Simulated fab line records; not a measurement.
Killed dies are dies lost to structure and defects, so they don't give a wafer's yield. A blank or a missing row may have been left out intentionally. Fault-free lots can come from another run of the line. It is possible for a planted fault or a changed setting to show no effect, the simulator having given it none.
Lot-split experiment | flow n5Finfet | 39 wafers read across 7 lots, on a route 1938 steps long

SPLIT DETAILS
At N5_HKMG_FIN_CVD_62 (deposits a-Si from Si2H6, target thk 3 nm, time 20.8 s), the setting tempC was moved away from the recipe's 500 C on 15 of the 39 wafers read, by -3.5% to +4.5%. The other wafers ran this setting at the recipe's value.

The reading is taken at the split's own step.

THE READING
a-Si_of_HKMG_FIN_CVD_62.thkNm (the simulator's own value, which no gauge read), in nm, at N5_HKMG_FIN_CVD_62 (deposits a-Si from Si2H6, target thk 3 nm, time 20.8 s). The file does not state a usual value for it. Across the 24 wafers here that went through the recipe, the average is 3.0 nm and the standard deviation 0.099 nm.

wafer  | tool, chamber at the split | tempC as run, C | against the recipe | a-Si_of_HKMG_FIN_CVD_62.thkNm, nm | against lot-mates on the recipe
L074.1 | thermalCvdSi-01, 1,0       | 500             | recipe             | 3.2                               | -
L074.3 | thermalCvdSi-01, 1,0       | 500             | recipe             | 3.2                               | -
L074.2 | thermalCvdSi-01, 2         | 500             | recipe             | 3                                 | -
L074.4 | thermalCvdSi-01, 1,2       | 510             | +2.0%              | 4                                 | +0.9
L074.5 | thermalCvdSi-01, 1,2       | 510             | +2.0%              | 4                                 | +0.9
L074.6 | thermalCvdSi-01, 0         | 510             | +2.0%              | 4.2                               | +1.1
L083.1 | thermalCvdSi-02, 2         | 521.5           | +4.3%              | 5.6                               | +2.6
L083.2 | thermalCvdSi-02, 0         | 521.5           | +4.3%              | 5.4                               | +2.4
L083.5 | thermalCvdSi-02, 0         | 521.5           | +4.3%              | 5.4                               | +2.4
L083.3 | thermalCvdSi-02, 1,1,2     | 500             | recipe             | 3                                 | -
L083.4 | thermalCvdSi-02, 1,1,2     | 500             | recipe             | 3                                 | -
L083.6 | thermalCvdSi-02, 1,1,2     | 500             | recipe             | 3                                 | -
L085.1 | thermalCvdSi-02, 0         | 500             | recipe             | 2.8                               | -
L085.2 | thermalCvdSi-02, 2         | 490.2           | -2.0%              | 2.2                               | -0.7
L085.3 | thermalCvdSi-02, 1,2       | 500             | recipe             | 3                                 | -
L085.5 | thermalCvdSi-02, 1,2       | 500             | recipe             | 3                                 | -
L085.4 | thermalCvdSi-02, 0         | 490.2           | -2.0%              | 2                                 | -0.9
L085.6 | thermalCvdSi-02, 1         | 490.2           | -2.0%              | 2.4                               | -0.5
L086.1 | thermalCvdSi-01, 0,2,0     | 482.3           | -3.5%              | 1.8                               | -1.2
L086.2 | thermalCvdSi-01, 0,2,0     | 482.3           | -3.5%              | 1.8                               | -1.2
L086.5 | thermalCvdSi-01, 0,2,0     | 482.3           | -3.5%              | 1.8                               | -1.2
L086.3 | thermalCvdSi-01, 1,1,2     | 500             | recipe             | 3                                 | -
L086.4 | thermalCvdSi-01, 1,1,2     | 500             | recipe             | 3                                 | -
L086.6 | thermalCvdSi-01, 1,1,2     | 500             | recipe             | 3                                 | -
L088.1 | thermalCvdSi-01, 1,0,0,2   | 500             | recipe             | 3                                 | -
L088.3 | thermalCvdSi-01, 1,0,0,2   | 500             | recipe             | 3                                 | -
L088.4 | thermalCvdSi-01, 1,0,0,2   | 500             | recipe             | 3                                 | -
L088.6 | thermalCvdSi-01, 1,0,0,2   | 500             | recipe             | 3                                 | -
L088.2 | thermalCvdSi-01, 2         | 500             | recipe             | 2.8                               | -
L088.5 | thermalCvdSi-01, 1         | 500             | recipe             | 3.2                               | -
L092.1 | thermalCvdSi-01, 1,2,1     | 500             | recipe             | 3                                 | -
L092.3 | thermalCvdSi-01, 1,2,1     | 500             | recipe             | 3                                 | -
L092.4 | thermalCvdSi-01, 1,2,1     | 500             | recipe             | 3                                 | -
L094.1 | thermalCvdSi-01, 0,1,1     | 522.6           | +4.5%              | 5.8                               | +2.7
L094.2 | thermalCvdSi-01, 0,1,1     | 522.6           | +4.5%              | 5.8                               | +2.7
L094.6 | thermalCvdSi-01, 0,1,1     | 522.6           | +4.5%              | 5.8                               | +2.7
L094.3 | thermalCvdSi-01, 2         | 500             | recipe             | 3                                 | -
L094.5 | thermalCvdSi-01, 2         | 500             | recipe             | 3                                 | -
L094.4 | thermalCvdSi-01, 0         | 500             | recipe             | 3.2                               | -
Where a row lists several chambers, the file gives one row for several wafers and doesn't say which wafer went through which chamber.

FIT RESULTS
A straight line over all 39 wafers: a-Si_of_HKMG_FIN_CVD_62.thkNm changes by +0.514 nm for each +1% of tempC; r = +0.98; the points scatter about the line by 0.22 nm.
The same after taking each lot's own level away (the mean of its wafers on the recipe; 39 wafers): +0.504 nm for each +1%; r = +0.98; scatter 0.23 nm.
That fit puts the effect of the largest move of tempC on the reading at 2.3 nm.
The lots' own levels span 2.93 to 3.13 nm, that is 2.0 times the standard deviation above.
Consequently the slope shifts little with the lot-to-lot level, the two slopes agreeing.
Check: with one of the wafers moved furthest among these (+4.5%) left out of the fit, the line predicts +2.35 nm for it against its lot-mates. Against them it came out at +2.73 nm.

ADDITIONAL SPLITS CARRIED BY THESE WAFERS
Other splits were also applied to these wafers ahead of the reading. Each is held against what the fit with the lots' levels taken away leaves over:
other split on the same wafers | wafers away from the commonest value | r with a-Si_of_HKMG_FIN_CVD_62.thkNm (lot level and that fit taken away)
N5_SD_EPI_N_ETCH_35 sourceW    | 9                                    | +0.17

THE FILE'S OWN FIT
a-Si_of_HKMG_FIN_CVD_62.thkNm changes by +0.515 nm for each +1% of tempC, r = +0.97.
